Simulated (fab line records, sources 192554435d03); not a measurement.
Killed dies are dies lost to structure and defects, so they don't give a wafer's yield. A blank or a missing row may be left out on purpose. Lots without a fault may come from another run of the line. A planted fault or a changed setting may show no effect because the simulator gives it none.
fab line records | flow n5_finfet | part 2 of 2: steps 24 to 31 of 31
record lots=5 wafers=15 last_day=16
route steps=1938 shown SD_EPI_N@277 SD_EPI_P@295
lots that met no fault: from a run of the same line without faults
start_h: hours from the record's first day to the start of the lot's first wafer shown | wait_h: hours since the lot's step before | " the same as in the row above | L1.1+2: a row that stands for several wafers | - no value, or no start given | * or withheld: withheld | < > ~ a bound
route shown NAME@n: a module of which the file shows steps, and the number in the route of the first | usual: mean/standard deviation of fault-free wafers | same: alike in all rows | chamber/n: place in a boat | sites: the reading at each site | _std_site: their standard deviation | _edge_site: outer sites' mean less inner sites' | radius_mm: how far each site lies from the wafer's centre | mask NAME#n: copy n | behind: the tool/chamber that last shaped the wafer | hold: why the lot was held/for how many hours/how that ended | device: the transistor (n, p or np) that didn't switch | end of line: the same wafers' tests at the end of the route | a step without rows: its recipe alone | killed: dies lost to structure and defects at the first sort, not the wafer's yield | map: a wafer's dies, x killed, . not, _ none there
set.NAME: the setting as run; set.NAME@STEP: as run at that earlier step | model.NAME: the simulator's own value behind a step, which no gauge read
lots at some steps of the route; a table a step, a row a wafer
services: from which hour (start_h, from the record's first day; less than 0 if before it) a tool's chamber was out of use, for how many hours, and why
## steps
# step N5_SD_EPI_P_EXPOSE_06
# recipe mask_id=SD_P_BLK na=1.35 source_shape=conventional sigma_outer=0.8 polarization=unpolarized target_cd_nm=240 dose_mj=39.5
# usual focus_offset_nm=0.0/0.51
# columns lot.wafer tool chamber start_h wait_h mask focus_offset_nm
L078.2 arfi_scanner-01 0 76.99 - SD_P_BLK#0 0.1
L078.3 " 0 " " SD_P_BLK#0 0.4
L078.4 " 0 " " SD_P_BLK#0 0.5
L081.1 arfi_scanner-02 0 95.84 - SD_P_BLK#0 -0.7
L081.5 " 0 " " SD_P_BLK#0 0.5
L081.6 " 0 " " SD_P_BLK#0 0.6
L084.2 arfi_scanner-03 0 117.96 - SD_P_BLK#0 0.4
L084.4 " 0 " " SD_P_BLK#0 0.1
L084.5 " 0 " " SD_P_BLK#0 -0.4
L093.1 arfi_scanner-02 0 166.94 - SD_P_BLK#0 0.0
L093.2 " 0 " " SD_P_BLK#0 -0.3
L093.4 " 0 " " SD_P_BLK#0 -0.2
L094.1 arfi_scanner-03 0 172.12 - SD_P_BLK#0 -1.0
L094.3 " 0 " " SD_P_BLK#0 0.0
L094.5 " 0 " " SD_P_BLK#0 -0.2
# step N5_SD_EPI_P_PEB_07
# recipe peb_temp_c=110 peb_time_s=60 resist=CAR-ArF-block
# usual exhaust_pa=44.8/0.86
# columns lot.wafer tool chamber start_h wait_h exhaust_pa
L078.2 litho_track-04 0 77.05 0.0 44.8
L078.3 " 0 " " 43.6
L078.4 " 0 " " 45.4
L081.1 litho_track-04 0 95.90 0.1 45.6
L081.5 " 0 " " 46.4
L081.6 " 0 " " 46.6
L084.2 litho_track-03 0 118.02 0.0 44.4
L084.4 " 0 " " 45.0
L084.5 " 0 " " 45.0
L093.1 litho_track-04 0 167.00 0.1 45.3
L093.2 " 0 " " 44.7
L093.4 " 0 " " 44.6
L094.1 litho_track-03 0 172.18 0.1 44.9
L094.3 " 0 " " 45.1
L094.5 " 0 " " 45.2
# step N5_SD_EPI_P_DEVELOP_08
# recipe develop_time_s=30 developer=TMAH resist=CAR-ArF-block dev_temp_c=23 rinse_liquid=diw dry=air_spin
# usual exhaust_pa=45.2/0.95
# columns lot.wafer tool chamber start_h wait_h exhaust_pa
L078.2 litho_track-04 0 - - 44.5
L078.3 " 0 " " 45.2
L078.4 " 0 " " 44.4
L081.1 litho_track-04 0 - - 44.9
L081.5 " 0 " " 45.3
L081.6 " 0 " " 45.5
L084.2 litho_track-03 0 - - 45.9
L084.4 " 0 " " 44.9
L084.5 " 0 " " 44.8
L093.1 litho_track-04 0 - - 43.5
L093.2 " 0 " " 44.6
L093.4 " 0 " " 44.6
L094.1 litho_track-03 0 - - 44.2
L094.3 " 0 " " 44.9
L094.5 " 0 " " 46.4
# step N5_SD_EPI_P_CD_MEAS_09
# recipe target_cd_nm=240 landing_energy_ev=500 detector=se_inlens
# usual cd_nm=240.2/0.68
# columns lot.wafer tool chamber start_h wait_h cd_nm
L078.2 cd_sem-02 0 77.11 - 239.6
L078.3 " 0 " " 238.9
L078.4 " 0 " " 240.2
L081.1 cd_sem-01 0 95.96 - 240.3
L081.5 " 0 " " 240.1
L081.6 " 0 " " 240.1
L084.2 cd_sem-01 0 118.08 - 241.0
L084.4 " 0 " " 240.5
L084.5 " 0 " " 239.7
L093.1 cd_sem-02 0 167.07 - 240.4
L093.2 " 0 " " 240.4
L093.4 " 0 " " 239.9
L094.1 cd_sem-03 0 172.25 - 240.8
L094.3 " 0 " " 241.1
L094.5 " 0 " " 241.3
# step N5_SD_EPI_P_OVL_MEAS_10
# recipe points_per_wafer=44
# usual SD_P_BLK_OVL=-0.5/0.97
# columns lot.wafer tool chamber start_h wait_h SD_P_BLK_OVL[nm]
L078.2 overlay-02 0 77.14 0.0 -0.2
L078.3 " 0 " " -0.8
L078.4 " 0 " " -1.0
L081.1 overlay-01 0 95.99 0.0 0.2
L081.5 " 0 " " 0.3
L081.6 " 0 " " 2.1
L084.2 overlay-01 0 118.11 0.0 -0.2
L084.4 " 0 " " 0.2
L084.5 " 0 " " -1.0
L093.1 overlay-01 0 167.10 0.0 1.4
L093.2 " 0 " " 0.6
L093.4 " 0 " " 0.7
L094.1 overlay-02 0 172.28 0.0 -1.1
L094.3 " 0 " " -0.3
L094.5 " 0 " " -0.4
# step N5_SD_EPI_P_INSPECT_11
# recipe mode=adi inspect_instrument=macro
# usual raw_defect_count=2.1/1.5
# columns lot.wafer tool chamber start_h wait_h raw_defect_count
L078.2 defect_inspect-02 - 77.17 0.0 3
L078.3 " - " " 0
L078.4 " - " " 1
L081.1 defect_inspect-02 - 96.02 0.0 5
L081.5 " - " " 1
L081.6 " - " " 2
L084.2 defect_inspect-02 - 118.14 0.0 4
L084.4 " - " " 2
L084.5 " - " " 4
L093.1 defect_inspect-01 - 167.12 0.0 4
L093.2 " - " " 0
L093.4 " - " " 1
L094.1 defect_inspect-01 - 172.30 0.0 0
L094.3 " - " " 0
L094.5 " - " " 3
# step N5_SD_EPI_P_DESCUM_14
# recipe chemistry=O2 time_s=7.9 source_power_w=50 bias_power_w=20 pressure_mtorr=20 rf_frequency_hz=2.712e+07 temp_c=40 resist=CAR-ArF-block o2_flow_sccm=225
# usual bias_power_w=20.00/0.068 drypump_motor_current_A=5.6/0.33 oes_product_au=0.81/0.1 rf_vpp_V=243.8/1.1 showerhead_plenum_p_Torr=2.13/0.043 throttle_valve_pct=20.26/0.25
# columns lot.wafer tool chamber start_h wait_h bias_power_w drypump_motor_current_A oes_product_au rf_hours_counter_h rf_vpp_V showerhead_plenum_p_Torr throttle_valve_pct
L078.2 rie_diel-01 1 77.20 0.0 19.99 5.7 0.91 26 244.6 2.23 20.41
L078.3 " 2 " " 19.96 5.8 0.96 8 241.2 2.09 20.73
L078.4 " 0 " " 19.97 5.6 0.71 207 243.3 2.07 20.42
L081.1 rie_diel-04 3 96.05 0.0 20.02 6.1 0.86 86 243.3 2.14 20.08
L081.5 " 1 " " 19.93 4.9 0.78 - 246.1 2.16 20.02
L081.6 " 0 " " 20.01 5.5 0.77 - 246.0 2.16 20.25
L084.2 rie_diel-05 0 118.19 0.0 20.02 5.0 0.73 193 245.3 2.17 20.32
L084.4 " 2 " " 19.92 5.7 1.02 0 244.6 2.13 20.00
L084.5 " 3 " " 20.00 5.8 0.72 - 244.6 2.14 20.04
L093.1 rie_diel-05 1 167.16 0.0 19.96 5.6 0.88 39 242.9 2.13 20.23
L093.2 " 0 " " 20.00 5.0 0.70 209 243.6 2.17 20.35
L093.4 " 2 " " 19.96 5.7 0.94 - 243.9 2.12 20.02
L094.1 rie_diel-05 2 172.33 0.0 20.02 5.7 0.93 21 245.1 2.12 20.01
L094.3 " 0 " " 20.00 5.0 0.70 211 243.8 2.17 20.36
L094.5 " 2 " " 19.99 5.7 0.92 - 244.9 2.12 20.01
# step N5_SD_EPI_P_ETCH_36
# recipe chemistry=CF4 target=SiARC target_depth_a=455 mask_material=CAR-ArF-block time_s=75.8 ion_energy_ev=80 pressure_mtorr=40 source_w=545 bias_w=36 Ar_flow_sccm=100 cf4_flow_sccm=100 ends=cleared
# usual bias_w=35.99/0.1 drypump_motor_current_A=5.6/0.34 etch_rf_on_time_s=76.3/2.5 oes_product_au=0.69/0.082 rf_vpp_V=184.7/1.1 showerhead_plenum_p_Torr=2.19/0.045 throttle_valve_pct=15.51/0.2
# columns lot.wafer tool chamber start_h wait_h bias_w drypump_motor_current_A etch_rf_on_time_s oes_product_au rf_hours_counter_h rf_vpp_V showerhead_plenum_p_Torr throttle_valve_pct
L078.2 rie_diel-01 1 77.24 0.0 35.88 5.7 78.4 0.76 26 186.9 2.28 15.55
L078.3 " 2 " " 36.01 5.8 72.6 0.83 8 184.3 2.12 15.66
L078.4 " 0 " " 36.00 5.6 76.7 0.60 207 184.0 2.13 15.77
L081.1 rie_diel-04 3 96.09 0.0 35.97 6.1 73.4 0.72 86 186.0 2.19 15.29
L081.5 " 1 " " 35.83 4.9 72.6 0.67 - 185.3 2.20 15.23
L081.6 " 0 " " 36.07 5.4 77.2 0.65 - 183.8 2.23 15.65
L084.2 rie_diel-05 0 118.22 0.0 36.13 5.0 72.4 0.63 193 184.4 2.22 15.49
L084.4 " 2 " " 36.12 5.7 78.2 0.83 0 185.2 2.19 15.25
L084.5 " 3 " " 36.00 5.8 76.6 0.60 - 184.9 2.23 15.60
L093.1 rie_diel-05 1 167.19 0.0 36.07 5.6 76.9 0.74 40 184.5 2.19 15.44
L093.2 " 0 " " 36.17 5.0 72.7 0.62 209 185.7 2.21 15.54
L093.4 " 2 " " 36.06 5.7 76.8 0.78 - 183.7 2.18 15.28
L094.1 rie_diel-05 2 172.37 0.0 35.84 5.7 77.3 0.79 21 185.2 2.18 15.28
L094.3 " 0 " " 35.88 5.0 72.8 0.63 211 186.1 2.21 15.51
L094.5 " 2 " " 35.87 5.7 76.7 0.78 - 183.7 2.18 15.29
## services
# columns tool chamber start_h hours kind
rie_diel-04 3 51.82 4.5 repair
arfi_scanner-03 - 54.29 0.8 pm
arfi_scanner-03 - 59.73 1.3 pm
epi_rpcvd-03 - 59.74 2.8 pm
rie_diel-03 - 61.54 5.7 repair
rie_diel-02 0 68.45 6.2 repair
arfi_scanner-02 - 77.43 0.8 pm
rie_diel-01 2 78.79 3.0 repair
arfi_scanner-02 - 83.36 3.9 pm
plasma_asher-01 - 84.16 4.3 pm
rie_diel-02 - 91.15 2.8 pm
rie_diel-06 0 91.22 16.7 repair
rie_diel-01 - 100.88 0.9 repair
plasma_asher-02 - 101.08 0.9 repair
arfi_scanner-03 - 103.69 1.0 pm
ald_sin-03 2 111.45 3.5 repair
rie_diel-02 1 112.26 2.7 repair
ald_sin-04 3 118.43 18.7 repair
plasma_asher-02 - 121.91 15.6 pm
rie_si-02 0 122.37 3.4 repair
rie_diel-04 0 135.51 2.6 repair
rie_diel-06 3 143.16 8.3 repair
rie_diel-05 3 154.00 3.5 repair
wet_bench-02 - 160.49 4.4 pm
